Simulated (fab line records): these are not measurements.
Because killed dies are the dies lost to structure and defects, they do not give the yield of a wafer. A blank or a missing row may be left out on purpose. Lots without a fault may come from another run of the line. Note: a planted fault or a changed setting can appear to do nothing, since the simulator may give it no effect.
Struck lot and sound lot, side by side :: flow nand_harc :: 21 out of 1302 route steps
Sound: these wafers, L960.1, L960.3, L960.4. Struck: wafer L966.6. (L966.4, L966.5 of the same lot were not struck and are left out.) The cause comes at the end.
For every step that has rows: the tool of each side, followed by ch and its chambers, followed by its first start. Under that, the readings that differ: sound wafers :: struck wafers :: difference of the means :: sigmas: that difference in standard deviations of wafers without a fault.
alike: readings with means less than 2 such deviations apart, plus words and numbers identical on both sides. not compared: withheld readings, readings lacking a value on some wafer, bounds such as >300 that could conceal the same value, and numbers that have no deviation in the record and whose values overlap.
A row with sigmas, a row that says differs or no value, or rows on one side alone: a step with any of these is where the two part. Numbers that don't overlap but have no deviation are shown without sigmas and don't part them. A reading that every wafer of one side lacks parts them only if that side has two wafers or more.

NHARC_A_CONTACT_CMP_20: polishes, t overpolish 30 s, target thk 300 nm.
  sound on cmp-04 ch 0,2,3, day 23 02:47; struck on cmp-02 ch 1, day 25 22:26
  alike: motor_current_A, overpolish_run_s, time_to_endpoint_s
following that, these wafers have no rows for 1 step: NHARC_A_CONTACT_SRD_22.
NHARC_A_CONTACT_INSPECT_23:
  sound: defect_inspect-01 at day 23 03:12; struck: defect_inspect-02 at day 25 22:47
  alike: raw_defect_count
then, 8 steps without rows for these wafers: NHARC_A_BLC_DEHYDRATE_00 (time 120 s); NHARC_A_BLC_HMDS_01 (time 30 s); NHARC_A_BLC_COAT_02 (time 75 s); NHARC_A_BLC_COAT_03 (time 65 s); NHARC_A_BLC_COAT_04 (resist thk 90 nm); NHARC_A_BLC_SOFTBAKE_05 (time 55 s); NHARC_A_BLC_EBR_06; NHARC_A_BLC_EXPOSE_07 (exposes mask A BLC, target cd 100 nm).
NHARC_A_BLC_PEB_08: peb time 65 s.
  sound on litho_track-04 ch 0, day 23 03:37; struck on litho_track-04 ch 0, day 25 23:13
then, 1 step without rows for these wafers: NHARC_A_BLC_DEVELOP_09 (develop time 35 s).
NHARC_A_BLC_CD_MEAS_10: the cd target is 100 nm.
  sound on cd_sem-03 ch 0, day 23 03:42; struck on cd_sem-01 ch 0, day 25 23:18
reading: cd_nm (nm)
sound: 100.0 100.3 99.8
struck: 106.3
difference: +6.3
sigmas: +11
NHARC_A_BLC_OVL_MEAS_11:
  sound: overlay-01 at day 23 03:47; struck: overlay-02 at day 25 23:23
  alike: overlay_x_nm, overlay_y_nm
NHARC_A_BLC_INSPECT_12:
  sound: defect_inspect-02 at day 23 03:50; struck: defect_inspect-02 at day 25 23:25
reading: raw_defect_count
sound: 17 15 20
struck: 120
difference: +103
sigmas: +3
NHARC_A_BLC_DESCUM_15: chemistry O2, time 3 s.
  sound on rie_diel-09 ch 1,2, day 23 03:54; struck on rie_diel-09 ch 2, day 25 23:29
reading: model.A_BLC.cd_nm (nm)
sound: 100.7 100.3 100
struck: 106.5
difference: +6.2
sigmas: 
  alike: drypump_motor_current_A, o2_flow_sccm, oes_product_au, rf_vpp_V, showerhead_plenum_p_Torr, throttle_valve_pct
  not compared: rf_hours_counter_h
NHARC_A_BLC_ETCH_16: etches the open film in CF4, target depth 39 nm, time 65 s.
  sound on rie_diel-09 ch 1,2,3, day 23 03:59; struck on rie_diel-09 ch 1, day 25 23:34
  alike: bias_w, drypump_motor_current_A, oes_product_au, rf_vpp_V, showerhead_plenum_p_Torr, throttle_valve_pct
  not compared: rf_hours_counter_h
NHARC_A_BLC_ETCH_17: etches the open film in N2/H2, target depth 390 nm, time 609.38 s.
  sound on rie_diel-09 ch 1,3; struck on rie_diel-09 ch 0
  alike: bias_w, drypump_motor_current_A, oes_product_au, rf_vpp_V, showerhead_plenum_p_Torr, throttle_valve_pct
  not compared: rf_hours_counter_h
NHARC_A_BLC_ETCH_18: etches the open film in C4F8/O2/Ar, target depth 910 nm.
  sound on rie_diel-09 ch 2,3; struck on rie_diel-09 ch 3
reading: model.A_BLC.cd_nm (nm)
sound: 101.2 101.7 101.1
struck: 107.9
difference: +6.6
sigmas: 
  alike: bias_w, oes_product_au, rf_vpp_V
  not compared: rf_hours_counter_h
NHARC_A_BLC_CD_MEAS_19:
  sound: cd_sem-03 at day 23 05:02; struck: cd_sem-01 at day 26 00:29
reading: cd_nm (nm)
sound: 101.4 101.7 101.3
struck: 108.1
difference: +6.6
sigmas: +4

WHERE THEY PART
Last at NHARC_A_BLC_CD_MEAS_19 as far as this record goes, first at NHARC_A_BLC_CD_MEAS_10.

WHY: what had been put in by the simulator
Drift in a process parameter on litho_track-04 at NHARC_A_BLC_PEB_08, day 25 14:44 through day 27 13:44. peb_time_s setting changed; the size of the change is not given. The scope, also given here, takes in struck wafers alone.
